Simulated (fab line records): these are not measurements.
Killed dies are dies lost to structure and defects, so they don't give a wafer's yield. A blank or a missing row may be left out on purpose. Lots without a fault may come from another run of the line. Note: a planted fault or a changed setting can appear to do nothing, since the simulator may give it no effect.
Matching of chambers ; flow n5_finfet ; rie_diel-06 running N5_BEOL_M8_ETCH_66: 4 sister chambers
The step etches SOC in N2/H2, target depth 80 nm, overetch 16 nm, time 120 s. 4 wafers are shown with their chamber, then 8 later ones without.

== WAFERS PAIRED WITH THEIR CHAMBERS ==
wafer;chamber;drypump_motor_current_A (A)
L086.3;3;6.6
L086.4;1;4.9
L086.5;0;6.2
L091.1;2;5.4

== WAFERS WHOSE CHAMBER IS MISSING ==
wafer;drypump_motor_current_A (A)
L091.2;6.6
L091.3;6.2
L093.2;4.8
L093.3;6.3
L093.4;5.5
L097.2;6.6
L097.4;5.4
L097.5;6.6

== CHAMBER TAKEN BY EACH ==
wafer;from the rows above;in truth
L091.2;3;3
L091.3;0;0
L093.2;1;1
L093.3;0;0
L093.4;2;2
L097.2;3;3
L097.4;2;2
L097.5;3;3
Correctly placed: 8 of 8. Not placeable from these rows: 0. Placed wrongly: 0.
How it was worked out, from the rows above alone: a wafer's distance from a chamber is the root of the sum, over the readings, of the square of ((its reading less the chamber's mean) divided by the reading's scatter). The wafer belongs to the nearest chamber; if the next one is less than 2 further off, it can't be placed. For every chamber, the mean is computed from those of its wafers that are shown. The scatter (one wafer shown for each chamber): square how far every hidden wafer sits from the nearest shown wafer, average those squares and take the square root.
